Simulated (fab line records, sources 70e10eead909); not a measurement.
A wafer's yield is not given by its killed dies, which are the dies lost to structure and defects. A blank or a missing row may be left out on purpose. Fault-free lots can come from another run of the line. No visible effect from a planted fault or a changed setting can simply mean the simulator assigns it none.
fab line records	flow nand-harc
[record] lots = 12	wafers = 36	last-day = 33
route steps=1302 shown A_M0@1162 A_M1@1181 END@1302
lots that met no fault: from a run of the same line without faults
start-h: hours from the record's first day to the start of the lot's first wafer shown	wait-h: hours since the lot's step before	" the same as in the row above	L1.1+2: a row that stands for several wafers	- value missing, or start not given	* or withheld: withheld	< > ~ a bound
route shown NAME@n: NAME is a module with steps in the file, n the number in the route of the first one	usual: average and standard deviation across the fault-free wafers	same: alike in all rows	chamber/n: place in a boat	sites: per-site readings	_std_site: standard deviation of those values	_edge_site: outer sites' mean less inner sites'	radius-mm: how far each site lies from the wafer's centre	mask NAME#n: copy n	behind: the last tool/chamber to shape the wafer	hold: why the lot was held/for how many hours/how that ended	device: transistor that didn't switch, given as n, p or np	end of line: the tests these same wafers got at the end of their route	a step with no rows: only its recipe	killed: not the wafer's yield, but the dies lost to structure and defects at the first sort	map: shows each die of a wafer: x if killed, . if not, _ if none is there
set.NAME: the setting the step ran with; set.NAME@STEP: the setting that earlier step ran with	model.NAME: the simulator's own value behind a step, which no gauge read
route steps across a sampled set of lots; one table per step, one row per wafer
services: the hour from which a tool's chamber was out of use, counted from the record's first day as start-h (under 0 if before that day), plus the number of hours and why
[[steps]]
[step NHARC_A_M0_CMP_23]
[recipe] t-overpolish-s = 20	target-thk-nm = 113.75
[usual] motor-current-A = 11.6/0.96	time-to-endpoint-s = 29.3/2.6
[same] t-overpolish-s = 20
lot.wafer	tool	chamber	start-h	wait-h	motor-current-A	time-to-endpoint-s
L158.2	cmp-04	1	522.32	-	10.9	32.0
L158.3	"	2	"	"	9.6	34.8
L158.5	"	0	"	"	11.9	30.0
L159.2	cmp-01	1	525.86	-	11.3	26.0
L159.3	"	0	"	"	12.8	26.9
L159.5	"	1	"	"	11.4	28.7
L160.3	cmp-01	1	535.94	-	11.4	29.3
L160.6	"	0	"	"	11.5	26.1
L160.5	"	1	"	"	11.4	27.6
L161.2	cmp-03	1	564.53	-	10.8	27.5
L161.4	"	0	"	"	12.2	28.0
L161.6	"	2	"	"	11.6	25.7
L163.2	cmp-03	1	566.74	-	10.5	24.7
L163.5	"	1	"	"	10.8	27.3
L163.6	"	2	"	"	11.3	22.9
L162.4	cmp-04	3	571.49	-	13.3	32.1
L162.3	"	0	"	"	11.2	30.3
L162.5	"	2	"	"	9.6	32.9
L164.3	cmp-01	2	584.21	-	11.4	32.0
L164.4	"	0	"	"	12.3	27.6
L164.6	"	3	"	"	12.2	32.2
L173.3	cmp-03	2	659.31	-	11.4	26.6
L173.2	"	0	"	"	12.2	27.6
L173.4	"	1	"	"	11.1	27.3
L177.1	cmp-01	3	699.88	-	11.8	31.0
L177.6	"	1	"	"	11.0	30.9
L177.5	"	2	"	"	11.4	32.5
L176.3	cmp-04	3	703.20	-	13.8	31.8
L176.4	"	0	"	"	11.7	28.8
L176.5	"	2	"	"	9.5	31.3
L178.3	cmp-01	3	716.27	-	11.8	26.5
L178.1	"	2	"	"	10.4	27.9
L178.6	"	0	"	"	11.8	24.6
L180.4	cmp-03	2	742.57	-	12.1	26.6
L180.2	"	3	"	"	12.4	29.1
L180.5	"	3	"	"	11.4	28.4
[step NHARC_A_M1_INSPECT_11]
[usual] raw-defect-count = 86/37
lot.wafer	tool	chamber	start-h	wait-h	raw-defect-count
L158.2	defect-inspect-02	-	524.28	0.0	23
L158.3	"	-	"	"	15
L158.5	"	-	"	"	14
L159.2	defect-inspect-02	-	527.79	0.0	54
L159.3	"	-	"	"	55
L159.5	"	-	"	"	60
L160.3	defect-inspect-01	-	537.90	0.0	160
L160.5	"	-	"	"	161
L160.6	"	-	"	"	155
L161.2	defect-inspect-01	-	566.57	0.0	53
L161.4	"	-	"	"	55
L161.6	"	-	"	"	60
L163.2	defect-inspect-01	-	568.73	0.0	69
L163.5	"	-	"	"	56
L163.6	"	-	"	"	66
L162.3	defect-inspect-01	-	573.33	0.0	140
L162.4	"	-	"	"	142
L162.5	"	-	"	"	156
L164.3	defect-inspect-01	-	586.18	0.0	33
L164.4	"	-	"	"	35
L164.6	"	-	"	"	25
L173.2	defect-inspect-01	-	661.87	0.0	114
L173.3	"	-	"	"	139
L173.4	"	-	"	"	153
L177.1	defect-inspect-02	-	701.82	0.0	109
L177.5	"	-	"	"	126
L177.6	"	-	"	"	104
L176.3	defect-inspect-02	-	705.07	0.0	80
L176.4	"	-	"	"	75
L176.5	"	-	"	"	53
L178.1	defect-inspect-02	-	718.29	0.0	62
L178.3	"	-	"	"	75
L178.6	"	-	"	"	62
L180.2	defect-inspect-02	-	744.57	0.0	102
L180.4	"	-	"	"	100
L180.5	"	-	"	"	110
[step NHARC_A_M1_ETCH_35]
[recipe] target-depth-a = 400	overetch-a = 120	time-s = 43.94	ion-energy-ev = 200	n2-flow-sccm = 150	h2-flow-sccm = 150	ar-flow-sccm = 0	rf-w = 400	bias-w = 150	chemistry = N2/H2
[usual] drypump-motor-current-A = 5.7/0.47	oes-product-au = 1.000/0.013	rf-vpp-V = 432.7/1.5	showerhead-plenum-p-Torr = 2.12/0.049	throttle-valve-pct = 14.171/0.0091
lot.wafer	tool	chamber	start-h	wait-h	drypump-motor-current-A	oes-product-au	rf-hours-counter-h	rf-vpp-V	showerhead-plenum-p-Torr	throttle-valve-pct
L158.3	rie-diel-05	0	524.44	0.1	6.1	0.985	3.8	433.6	2.14	14.166
L158.2	"	3	"	"	5.9	0.989	3.6	432.8	2.13	14.158
L158.5	"	0	"	"	6.1	0.986	-	433.2	2.14	14.157
L159.2	rie-diel-05	0	527.94	0.1	6.1	0.992	3.9	432.7	2.13	14.178
L159.3	"	2	"	"	5.1	0.986	3.1	432.9	2.14	14.174
L159.5	"	3	"	"	5.9	0.985	-	433.0	2.14	14.160
L160.3	rie-diel-05	0	538.25	0.1	6.1	0.984	4.2	432.5	2.14	14.171
L160.6	"	2	"	"	5.1	0.993	-	433.3	2.14	14.170
L160.5	"	3	"	"	5.9	0.993	-	431.3	2.14	14.171
L161.2	rie-diel-05	2	566.72	0.1	5.0	1.003	4.1	432.6	2.14	14.180
L161.4	"	1	"	"	5.7	1.022	3.6	429.6	2.07	14.173
L161.6	"	3	"	"	5.9	0.995	-	433.9	2.13	14.147
L163.2	rie-diel-05	1	568.90	0.1	5.7	1.021	3.7	430.2	2.07	14.171
L163.6	"	2	"	"	5.0	0.989	-	432.8	2.14	14.172
L163.5	"	3	"	"	5.9	0.990	-	431.7	2.13	14.177
L162.3	rie-diel-04	0	573.48	0.1	6.3	1.032	0.6	434.3	2.15	14.171
L162.4	"	1	"	"	5.3	0.998	1.5	433.0	2.15	14.171
L162.5	"	3	"	"	6.2	1.001	-	433.9	2.12	14.179
L164.3	rie-diel-04	0	586.32	0.1	6.3	1.012	1.7	434.7	2.15	14.156
L164.4	"	1	"	"	5.4	0.996	2.3	433.3	2.15	14.171
L164.6	"	0	"	"	6.3	1.026	-	433.5	2.15	14.178
L173.3	rie-diel-05	2	662.01	0.1	5.1	0.970	2.0	434.4	2.14	14.161
L173.4	"	3	"	"	5.9	0.861	2.3	432.3	2.13	14.160
L173.2	"	1	"	"	5.7	1.002	1.9	431.0	2.07	14.179
L177.1	rie-diel-01	2	701.97	0.1	4.9	1.009	7.7	428.9	2.01	14.181
L177.6	"	1	"	"	6.1	0.993	-	428.2	1.95	14.166
L177.5	"	2	"	"	4.9	1.007	-	429.4	2.01	14.185
L176.3	rie-diel-04	3	705.23	0.1	6.2	0.994	9.7	431.9	2.12	14.182
L176.5	"	1	"	"	5.3	0.982	-	432.9	2.15	14.162
L176.4	"	2	"	"	5.2	1.001	-	434.6	2.19	14.171
L178.3	rie-diel-04	0	718.44	0.1	6.3	1.015	0.0	432.7	2.15	14.177
L178.1	"	1	"	"	5.3	1.002	0.0	433.3	2.15	14.169
L178.6	"	0	"	"	6.3	1.016	-	433.9	2.15	14.185
L180.4	rie-diel-01	2	744.71	0.1	4.9	1.010	0.0	428.9	2.01	14.165
L180.2	"	1	"	"	6.2	1.009	0.0	428.5	1.95	14.171
L180.5	"	3	"	"	5.8	0.995	-	431.4	2.05	14.182
[step NHARC_A_M1_PRE_CLEAN_30]
[recipe] time-s = 30	temp-c = 280	gas = H2/He
[usual] heater-power-w = 409/42
lot.wafer	tool	chamber	start-h	wait-h	heater-power-w
L158.3	pvd-sputter-01	-	-	-	460
L158.2	"	-	"	"	363
L158.5	"	-	"	"	387
L159.3	pvd-sputter-01	-	-	-	370
L159.2	"	-	"	"	385
L159.5	"	-	"	"	390
L160.3	pvd-sputter-01	-	-	-	364
L160.5	"	-	"	"	389
L160.6	"	-	"	"	461
L161.2	pvd-sputter-01	-	-	-	370
L161.4	"	-	"	"	393
L161.6	"	-	"	"	469
L163.2	pvd-sputter-03	-	-	-	501
L163.6	"	-	"	"	494
L163.5	"	-	"	"	390
L162.3	pvd-sputter-01	-	-	-	460
L162.4	"	-	"	"	368
L162.5	"	-	"	"	459
L164.3	pvd-sputter-01	-	-	-	369
L164.4	"	-	"	"	385
L164.6	"	-	"	"	383
L173.3	pvd-sputter-03	-	-	-	372
L173.4	"	-	"	"	438
L173.2	"	-	"	"	492
L177.1	pvd-sputter-03	-	-	-	384
L177.5	"	-	"	"	382
L177.6	"	-	"	"	431
L176.3	pvd-sputter-01	-	-	-	393
L176.4	"	-	"	"	471
L176.5	"	-	"	"	382
L178.1	pvd-sputter-01	-	-	-	377
L178.3	"	-	"	"	376
L178.6	"	-	"	"	387
L180.4	pvd-sputter-03	-	-	-	373
L180.2	"	-	"	"	441
L180.5	"	-	"	"	442
[step NHARC_END_SORT_01]
[recipe] temp-c = 25
[usual] defect-limited-yield = 91.5/2.9	killed-at-array = 53/20	killed-at-other = 1/1.2	killed-at-periphery = 3.7/2.6	killed-dies = 58/20	killed-open = 3.5/1.8	killed-short = 2.4/1.7	sort_bin_2_pct = 3.1/1.3	sort_bin_3_pct = 0.6/0.4	sort_bin_4_pct = 4.9/1.7	sort-n-pass = 619/20	sort-rim-yield-pct = 92/4	sort-yield-pct = 91.5/2.9
[same] gross-dies = 677	sort_bin_5_pct[%] = 0	sort_bin_6_pct[%] = 0	sort_bin_7_pct[%] = 0	sort_bin_8_pct[%] = 0	sort-rim-n-gross = 106.00
lot.wafer	tool	chamber	start-h	wait-h	defect-limited-yield[%]	killed-at-array	killed-at-other	killed-at-periphery	killed-dies	killed-open	killed-short	sort_bin_2_pct[%]	sort_bin_3_pct[%]	sort_bin_4_pct[%]	sort-n-pass	sort-rim-yield-pct[%]	sort-yield-pct[%]
L158.2	prober-02	0	556.62	2.8	95.7	24	0	5	29	5	3	1.8	0	2.5	648	94	95.7
L158.3	prober-02	0	557.42	3.1	96.2	18	1	7	26	2	3	1.2	0.1	2.5	651	92	96.2
L158.5	prober-02	0	559.00	3.7	97.0	15	0	5	20	3	3	1.0	0.3	1.6	657	97	97.0
L159.2	prober-01	0	564.45	2.8	94.2	39	0	0	39	1	1	1.9	0.4	3.4	638	95	94.2
L159.3	prober-01	0	565.25	3.1	92.2	47	0	6	53	5	4	1.6	0.1	6.1	624	92	92.2
L159.5	prober-01	0	566.86	3.7	92.0	52	0	2	54	4	6	3.1	0.3	4.6	623	89	92.0
L160.3	prober-02	0	574.78	3.1	88.0	81	0	0	81	2	1	5.3	0.6	6.1	596	95	88.0
L160.5	prober-02	0	576.35	3.6	86.7	87	2	1	90	2	2	5.5	1.0	6.8	587	95	86.7
L160.6	prober-02	0	577.14	3.9	88.3	77	1	1	79	6	0	5.3	1.3	5.0	598	92	88.3
L161.2	prober-01	0	602.36	2.8	96.0	25	0	2	27	0	1	1.3	0	2.7	650	92	96.0
L161.4	prober-01	0	603.96	3.4	94.8	34	0	1	35	3	2	1.9	0.3	3.0	642	88	94.8
L161.6	prober-01	0	605.55	4.0	94.2	35	1	3	39	3	3	1.8	0.6	3.4	638	89	94.2
L163.2	prober-02	0	602.41	2.8	91.3	53	3	3	59	1	3	3.5	0.9	4.3	618	95	91.3
L163.5	prober-02	0	604.82	3.7	92.2	46	2	5	53	2	6	2.2	0.7	4.9	624	96	92.2
L163.6	prober-02	0	605.62	4.0	91.7	49	3	4	56	6	1	2.2	0.7	5.3	621	95	91.7
L162.3	prober-01	0	611.02	3.1	83.6	103	2	6	111	3	2	5.2	1.3	9.9	566	95	83.6
L162.4	prober-01	0	611.82	3.4	87.1	81	1	5	87	2	2	5.6	0.6	6.6	590	88	87.1
L162.5	prober-01	0	612.63	3.7	86.3	86	3	4	93	7	1	4.6	1.9	7.2	584	91	86.3
L164.3	prober-02	0	622.68	3.1	94.7	32	3	1	36	6	1	1.9	0	3.4	641	97	94.7
L164.4	prober-02	0	623.48	3.4	95.9	26	0	2	28	3	3	1.5	0	2.7	649	93	95.9
L164.6	prober-02	0	625.06	4.0	95.4	25	1	5	31	3	2	1.2	0.1	3.2	646	92	95.4
L173.2	prober-02	0	697.41	2.8	87.9	75	3	4	82	6	3	4.4	0.6	7.1	595	89	87.9
L173.3	prober-02	0	698.22	3.1	89.8	63	3	3	69	7	6	3.5	0.7	5.9	608	89	89.8
L173.4	prober-02	0	699.03	3.4	86.6	85	1	5	91	4	3	3.5	0.9	9.0	586	93	86.6
L177.1	prober-02	0	737.99	2.5	96.0	27	0	0	27	4	0	1.8	0.4	1.8	650	92	96.0
L177.5	prober-02	0	741.11	3.6	91.1	57	1	2	60	5	3	4.0	0.9	4.0	617	90	91.1
L177.6	prober-02	0	741.89	3.9	95.9	26	1	1	28	4	3	2.1	0.4	1.6	649	92	95.9
L176.3	prober-01	0	739.52	3.1	91.0	55	2	4	61	2	2	3.5	0.4	5.0	616	96	91.0
L176.4	prober-01	0	740.32	3.4	93.4	43	0	2	45	4	0	3.2	0.1	3.2	632	97	93.4
L176.5	prober-01	0	741.12	3.7	93.2	44	0	2	46	3	0	2.4	0.1	4.3	631	97	93.2
L178.1	prober-01	0	764.37	2.5	92.3	52	0	0	52	4	3	2.4	0.9	4.4	625	97	92.3
L178.3	prober-01	0	765.96	3.1	90.1	66	1	0	67	5	2	3.5	0.6	5.8	610	94	90.1
L178.6	prober-01	0	768.35	4.0	92.2	52	0	1	53	1	3	2.4	0.7	4.7	624	99	92.2
L180.2	prober-02	0	792.28	2.8	94.7	33	0	3	36	1	1	1.6	0.4	3.2	641	85	94.7
L180.4	prober-02	0	793.89	3.4	94.4	36	0	2	38	3	3	1.9	0.1	3.5	639	90	94.4
L180.5	prober-02	0	794.69	3.7	89.7	68	1	1	70	4	4	3.1	1.0	6.2	607	84	89.7
// killed by level:class
L158.2 A_CHANNEL_HOLE_D2:chamber-film-flake=7 A_WL_FILL:geometric-particle:short=3 P_M1:chamber-film-flake=3 A_CONTACT:chamber-film-flake=3 A_CHANNEL_FILL_D1:geometric-particle:open=2 A_BONDPAD:chamber-film-flake=2 A_CHANNEL_FILL_D2:geometric-particle:open=1 A_WL_FILL:geometric-particle:open=1
L158.3 A_CHANNEL_HOLE_D2:chamber-film-flake=4 A_BONDPAD:chamber-film-flake=4 P_GATE:chamber-film-flake=3 P_M1:chamber-film-flake=3 A_ZERO_WELL:chamber-film-flake=3 A_CHANNEL_FILL_D1:geometric-particle:short=2 A_CHANNEL_HOLE_D1:chamber-film-flake=2 A_WL_FILL:geometric-particle:short=1
L158.5 A_CHANNEL_HOLE_D2:chamber-film-flake=3 A_CHANNEL_FILL_D2:geometric-particle:short=2 P_STI:chamber-film-flake=2 A_ZERO_WELL:chamber-film-flake=2 A_CONTACT:chamber-film-flake=2 P_CONTACT:geometric-particle:open=1 P_M0:geometric-particle:open=1 A_WL_FILL:geometric-particle:short=1
L159.2 A_SLIT:chamber-film-flake=16 A_CONTACT:chamber-film-flake=9 A_STAIRCASE:chamber-film-flake=5 A_CHANNEL_HOLE_D2:chamber-film-flake=3 A_CHANNEL_FILL_D1:geometric-particle:short=1 A_CONTACT:geometric-particle:open=1 A_ZERO_WELL:chamber-film-flake=1 A_CHANNEL_HOLE_D1:chamber-film-flake=1
L159.3 A_SLIT:chamber-film-flake=25 P_GATE:chamber-film-flake=4 A_CHANNEL_HOLE_D2:chamber-film-flake=4 A_STAIRCASE:chamber-film-flake=3 A_CONTACT:chamber-film-flake=3 P_CONTACT:geometric-particle:open=2 A_WL_FILL:chamber-film-flake=2 A_SOURCE_PLATE:geometric-particle:short=1
L159.5 A_SLIT:chamber-film-flake=19 A_CONTACT:chamber-film-flake=8 A_STAIRCASE:chamber-film-flake=5 A_CHANNEL_HOLE_D2:chamber-film-flake=4 A_WL_FILL:chamber-film-flake=3 A_ONON_D1:geometric-particle:short=2 A_CHANNEL_HOLE_D1:chamber-film-flake=2 P_CONTACT:geometric-particle:short=1
L160.3 A_CHANNEL_HOLE_D2:chamber-film-flake=30 A_CHANNEL_HOLE_D1:chamber-film-flake=24 A_SLIT:chamber-film-flake=18 A_DECK1_JOINT:chamber-film-flake=2 A_CONTACT:chamber-film-flake=2 A_ONON_D1:geometric-particle:open=1 A_SGD_CUT:geometric-particle:open=1 A_WL_FILL:geometric-particle:short=1
L160.5 A_SLIT:chamber-film-flake=27 A_CHANNEL_HOLE_D2:chamber-film-flake=24 A_CHANNEL_HOLE_D1:chamber-film-flake=22 A_CONTACT:chamber-film-flake=4 A_ZERO_WELL:chamber-film-flake=3 A_STAIRCASE:chamber-film-flake=2 THIN_TSV:chamber-film-flake=2 P_M0:geometric-particle:open=1
L160.6 A_CHANNEL_HOLE_D1:chamber-film-flake=27 A_CHANNEL_HOLE_D2:chamber-film-flake=24 A_SLIT:chamber-film-flake=15 A_CONTACT:chamber-film-flake=4 A_WL_FILL:geometric-particle:open=2 A_ONON_D1:geometric-particle:open=1 A_CHANNEL_HOLE_D1:geometric-particle:open=1 A_CHANNEL_FILL_D1:geometric-particle:open=1
L161.2 A_SLIT:chamber-film-flake=10 A_CHANNEL_HOLE_D2:chamber-film-flake=5 A_CONTACT:chamber-film-flake=4 A_CHANNEL_HOLE_D1:chamber-film-flake=2 A_STAIRCASE:chamber-film-flake=1 A_ONON_D2:geometric-particle:short=1 P_ZERO_WELL:chamber-film-flake=1 P_STI:chamber-film-flake=1
L163.2 A_CHANNEL_HOLE_D2:chamber-film-flake=37 A_CHANNEL_HOLE_D1:chamber-film-flake=6 THIN_TSV:chamber-film-flake=3 P_GATE:chamber-film-flake=2 A_CHANNEL_FILL_D1:chamber-film-flake=2 A_SLIT:chamber-film-flake=2 A_CHANNEL_HOLE_D1:geometric-particle:short=1 A_CHANNEL_FILL_D1:geometric-particle:short=1
L161.4 A_SLIT:chamber-film-flake=13 A_CHANNEL_HOLE_D2:chamber-film-flake=7 A_CONTACT:chamber-film-flake=5 A_STAIRCASE:chamber-film-flake=3 P_M0:geometric-particle:open=1 A_ONON_D1:geometric-particle:short=1 A_ONON_D2:geometric-particle:open=1 A_CHANNEL_FILL_D2:geometric-particle:short=1
L163.5 A_CHANNEL_HOLE_D2:chamber-film-flake=30 P_GATE:chamber-film-flake=3 A_STAIRCASE:chamber-film-flake=3 A_ONON_D2:geometric-particle:short=2 A_CHANNEL_HOLE_D1:chamber-film-flake=2 THIN_TSV:chamber-film-flake=2 A_SOURCE_PLATE:geometric-particle:short=1 A_ONON_D1:geometric-particle:short=1
L161.6 A_SLIT:chamber-film-flake=12 A_CONTACT:chamber-film-flake=11 A_ONON_D2:geometric-particle:short=2 A_CHANNEL_FILL_D2:geometric-particle:open=2 A_DECK1_JOINT:chamber-film-flake=2 A_CHANNEL_HOLE_D2:chamber-film-flake=2 A_STAIRCASE:chamber-film-flake=2 P_CONTACT:geometric-particle:open=1
L163.6 A_CHANNEL_HOLE_D2:chamber-film-flake=36 A_CONTACT:chamber-film-flake=3 THIN_TSV:chamber-film-flake=3 A_DECK1_JOINT:geometric-particle:open=2 P_ZERO_WELL:chamber-film-flake=2 A_STAIRCASE:chamber-film-flake=2 P_CONTACT:geometric-particle:open=1 A_ONON_D1:geometric-particle:open=1
L162.3 A_CHANNEL_HOLE_D1:chamber-film-flake=36 A_CHANNEL_HOLE_D2:chamber-film-flake=34 A_SLIT:chamber-film-flake=26 P_GATE:chamber-film-flake=3 A_CONTACT:geometric-particle:short=2 P_ZERO_WELL:chamber-film-flake=2 A_WL_FILL:chamber-film-flake=2 THIN_TSV:chamber-film-flake=2
L162.4 A_CHANNEL_HOLE_D2:chamber-film-flake=30 A_CHANNEL_HOLE_D1:chamber-film-flake=28 A_SLIT:chamber-film-flake=12 A_STAIRCASE:chamber-film-flake=3 P_GATE:chamber-film-flake=2 A_ZERO_WELL:chamber-film-flake=2 A_CHANNEL_FILL_D1:geometric-particle:short=1 A_DECK1_JOINT:geometric-particle:short=1
L162.5 A_CHANNEL_HOLE_D2:chamber-film-flake=35 A_CHANNEL_HOLE_D1:chamber-film-flake=27 A_SLIT:chamber-film-flake=11 A_CONTACT:chamber-film-flake=4 A_ONON_D2:geometric-particle:open=3 A_WL_FILL:chamber-film-flake=2 THIN_TSV:chamber-film-flake=2 P_M0:geometric-particle:open=1
L164.3 A_CHANNEL_HOLE_D2:chamber-film-flake=10 A_STAIRCASE:chamber-film-flake=5 A_CHANNEL_HOLE_D1:chamber-film-flake=4 A_M0:chamber-film-flake=3 A_DECK1_JOINT:geometric-particle:open=2 A_SLIT:chamber-film-flake=2 A_CONTACT:chamber-film-flake=2 A_CHANNEL_HOLE_D1:geometric-particle:open=1
L164.4 A_STAIRCASE:chamber-film-flake=11 A_CHANNEL_HOLE_D2:chamber-film-flake=4 A_CONTACT:chamber-film-flake=3 A_ONON_D2:geometric-particle:short=2 P_CONTACT:geometric-particle:open=1 P_M0:geometric-particle:open=1 A_WL_FILL:geometric-particle:short=1 A_CONTACT:geometric-particle:open=1
L164.6 A_CHANNEL_HOLE_D2:chamber-film-flake=6 A_STAIRCASE:chamber-film-flake=6 P_GATE:chamber-film-flake=4 A_CONTACT:chamber-film-flake=3 A_CHANNEL_FILL_D1:geometric-particle:open=2 A_SLIT:chamber-film-flake=2 A_ONON_D2:geometric-particle:short=1 A_BLC:geometric-particle:open=1
L173.2 A_CHANNEL_HOLE_D1:chamber-film-flake=27 A_CHANNEL_HOLE_D2:chamber-film-flake=16 A_SLIT:chamber-film-flake=16 A_CONTACT:chamber-film-flake=6 THIN_TSV:chamber-film-flake=3 A_DECK1_JOINT:geometric-particle:short=2 A_M0:geometric-particle:open=2 P_GATE:chamber-film-flake=2
L173.3 A_CHANNEL_HOLE_D1:chamber-film-flake=32 A_SLIT:chamber-film-flake=13 A_CHANNEL_HOLE_D2:chamber-film-flake=4 A_CONTACT:chamber-film-flake=4 P_GATE:geometric-particle:short=2 A_DECK1_JOINT:geometric-particle:open=2 A_CONTACT:geometric-particle:open=2 THIN_TSV:chamber-film-flake=2
L173.4 A_CHANNEL_HOLE_D1:chamber-film-flake=33 A_SLIT:chamber-film-flake=23 A_CHANNEL_HOLE_D2:chamber-film-flake=14 A_CONTACT:chamber-film-flake=8 P_ZERO_WELL:chamber-film-flake=2 P_CONTACT:geometric-particle:open=1 P_M0:geometric-particle:open=1 A_ONON_D1:geometric-particle:short=1
L177.1 A_SLIT:chamber-film-flake=8 A_CHANNEL_HOLE_D2:chamber-film-flake=6 A_CONTACT:chamber-film-flake=3 A_CHANNEL_FILL_D2:geometric-particle:open=2 A_CHANNEL_HOLE_D1:chamber-film-flake=2 A_ONON_D1:geometric-particle:open=1 A_BLC:geometric-particle:open=1 A_CHANNEL_FILL_D1:chamber-film-flake=1
L176.3 A_CHANNEL_HOLE_D1:chamber-film-flake=34 A_CONTACT:chamber-film-flake=12 P_STI:chamber-film-flake=4 A_M0:chamber-film-flake=3 A_STAIRCASE:chamber-film-flake=2 A_WL_FILL:geometric-particle:short=1 A_WL_FILL:geometric-particle:open=1 A_CONTACT:geometric-particle:open=1
L176.4 A_CHANNEL_HOLE_D1:chamber-film-flake=25 A_CONTACT:chamber-film-flake=8 A_SLIT:chamber-film-flake=4 A_STAIRCASE:chamber-film-flake=2 P_M2:geometric-particle:open=1 A_ONON_D1:geometric-particle:open=1 A_ONON_D2:geometric-particle:open=1 A_CHANNEL_FILL_D2:geometric-particle:open=1
L177.5 A_SLIT:chamber-film-flake=25 A_CHANNEL_HOLE_D2:chamber-film-flake=16 A_STAIRCASE:chamber-film-flake=5 A_CHANNEL_HOLE_D1:chamber-film-flake=3 P_CONTACT:geometric-particle:open=2 A_CHANNEL_FILL_D1:geometric-particle:short=1 A_DECK1_JOINT:geometric-particle:short=1 A_ONON_D2:geometric-particle:open=1
L176.5 A_CHANNEL_HOLE_D1:chamber-film-flake=26 A_SLIT:chamber-film-flake=7 A_CONTACT:chamber-film-flake=4 A_M0:chamber-film-flake=3 A_ONON_D1:geometric-particle:open=1 A_DECK1_JOINT:geometric-particle:open=1 A_CONTACT:geometric-particle:open=1 P_STI:chamber-film-flake=1
L177.6 A_SLIT:chamber-film-flake=13 A_CHANNEL_HOLE_D1:chamber-film-flake=3 A_BLC:geometric-particle:open=2 A_M1:geometric-particle:short=2 A_CHANNEL_HOLE_D2:chamber-film-flake=2 P_GATE:geometric-particle:open=1 A_ONON_D2:geometric-particle:open=1 A_SGD_CUT:geometric-particle:short=1
L178.1 A_CHANNEL_HOLE_D1:chamber-film-flake=26 A_SLIT:chamber-film-flake=7 A_CONTACT:chamber-film-flake=6 A_SGD_CUT:chamber-film-flake=2 A_CHANNEL_FILL_D1:geometric-particle:open=1 A_CHANNEL_FILL_D2:geometric-particle:short=1 A_WL_FILL:geometric-particle:short=1 A_CONTACT:geometric-particle:open=1
L178.3 A_CHANNEL_HOLE_D1:chamber-film-flake=40 A_SLIT:chamber-film-flake=9 A_CONTACT:chamber-film-flake=4 A_CHANNEL_FILL_D2:chamber-film-flake=2 A_M1:chamber-film-flake=2 A_DECK1_JOINT:geometric-particle:open=1 A_ONON_D2:geometric-particle:open=1 A_CHANNEL_HOLE_D2:geometric-particle:short=1
L178.6 A_CHANNEL_HOLE_D1:chamber-film-flake=34 A_CONTACT:chamber-film-flake=5 A_SLIT:chamber-film-flake=5 A_M1:chamber-film-flake=4 A_CHANNEL_FILL_D1:geometric-particle:short=2 P_CONTACT:geometric-particle:short=1 A_WL_FILL:geometric-particle:open=1 A_STAIRCASE:chamber-film-flake=1
L180.2 A_SLIT:chamber-film-flake=10 A_CHANNEL_HOLE_D2:chamber-film-flake=7 A_STAIRCASE:chamber-film-flake=6 A_ZERO_WELL:chamber-film-flake=5 P_GATE:chamber-film-flake=2 A_CHANNEL_HOLE_D1:chamber-film-flake=2 A_CHANNEL_FILL_D1:geometric-particle:short=1 A_BLC:geometric-particle:open=1
L180.4 A_SLIT:chamber-film-flake=11 A_CHANNEL_HOLE_D2:chamber-film-flake=8 A_STAIRCASE:chamber-film-flake=6 A_M1:chamber-film-flake=3 A_WL_FILL:chamber-film-flake=2 P_CONTACT:geometric-particle:short=1 A_ONON_D1:geometric-particle:open=1 A_CHANNEL_FILL_D1:geometric-particle:short=1
L180.5 A_SLIT:chamber-film-flake=36 A_CHANNEL_HOLE_D2:chamber-film-flake=17 A_M1:chamber-film-flake=3 A_SOURCE_PLATE:geometric-particle:open=1 A_ONON_D1:geometric-particle:short=1 A_DECK1_JOINT:geometric-particle:short=1 A_ONON_D2:geometric-particle:open=1 A_SGD_CUT:geometric-particle:open=1
[[services]]
tool	chamber	start-h	hours	kind
rie-diel-05	1	524.30	3.1	repair
pvd-sputter-03	-	526.01	10.0	pm
rie-diel-04	-	531.90	9.0	pm
pvd-sputter-03	-	538.64	4.8	repair
cmp-01	-	540.50	4.1	repair
cmp-03	-	554.11	4.0	pm
cmp-03	-	574.87	1.3	repair
cmp-01	-	577.52	4.0	pm
rie-diel-05	-	583.60	9.0	pm
pvd-sputter-01	-	588.01	10.0	pm
cmp-01	-	621.20	0.6	repair
rie-diel-05	3	625.38	7.8	repair
pvd-sputter-03	-	631.29	2.7	repair
pvd-sputter-01	-	642.25	21.2	repair
rie-diel-05	-	650.77	0.2	repair
cmp-03	-	652.11	4.0	pm
rie-diel-04	2	655.70	23.7	repair
cmp-01	-	675.52	4.0	pm
cmp-03	-	683.07	0.4	repair
rie-diel-05	2	693.39	3.1	repair
pvd-sputter-03	-	704.01	10.0	pm
rie-diel-04	0	704.26	9.3	repair
rie-diel-05	0	713.15	4.1	repair
cmp-01	-	743.07	5.8	repair
[[key]]
[first-sign] step = NHARC_A_M1_ETCH_35	reading = oes-product-au	direction = down	sigmas = 11	usual = 1.000	struck = 0.861
effect none on later readings
met-at NHARC_A_M1_ETCH_35
struck-lots L173
struck-wafers L173.4
not-acting-at NHARC_A_M0_CMP_23,NHARC_A_M1_INSPECT_11,NHARC_A_M1_PRE_CLEAN_30
onset-between 568.90 662.01
[fault] kind = process-parameter-drift	tool = rie-diel-05	chamber = 3	onset-h = 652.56	steps = NHARC_A_M1_ETCH_35	channel = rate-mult	offset = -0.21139	shape = step	end-h = 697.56
